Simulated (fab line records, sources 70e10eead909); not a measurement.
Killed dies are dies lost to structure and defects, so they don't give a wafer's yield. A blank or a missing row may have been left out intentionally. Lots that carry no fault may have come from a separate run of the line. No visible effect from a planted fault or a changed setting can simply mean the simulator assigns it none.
Matching of chambers | flow nand_harc | 4 sister chambers for NHARC_A_STAIRCASE_TRIM_196 on rie_diel-01
The step chemistry O2, time 211.2 s. 4 wafers are shown with their chamber, then 7 later ones without.

## EACH WAFER AND ITS CHAMBER
wafer  | chamber | showerhead_plenum_p_Torr (Torr)
L084.1 | 2       | 3.63
L089.6 | 1       | 3.37
L093.1 | 3       | 3.54
L093.2 | 0       | 3.34

## WAFERS WHOSE CHAMBER IS MISSING
wafer  | showerhead_plenum_p_Torr (Torr)
L093.6 | 3.34
L096.2 | 3.61
L096.3 | 3.37
L096.4 | 3.54
L097.1 | 3.61
L097.4 | 3.54
L097.5 | 3.54

## WHICH CHAMBER EACH ONE RAN IN
wafer  | from the rows above | in truth
L093.6 | 0                   | 0
L096.2 | 2                   | 2
L096.3 | 1                   | 1
L096.4 | 3                   | 3
L097.1 | 2                   | 2
L097.4 | 3                   | 3
L097.5 | 3                   | 3
Placed correctly: 7 of 7. Can't be placed from these rows: 0. 0 placed wrongly.
How it was worked out, from the rows above alone: a wafer's distance from a chamber is the root of the sum, over the readings, of the square of ((its reading less the chamber's mean) divided by the reading's scatter). If the next closest chamber is less than 2 further off than the closest, the wafer can't be placed; otherwise it belongs to the closest. Each chamber's mean is taken over the wafers shown for it. The scatter: root of mean squared gap, hidden wafer to nearest shown wafer, with one shown wafer a chamber.
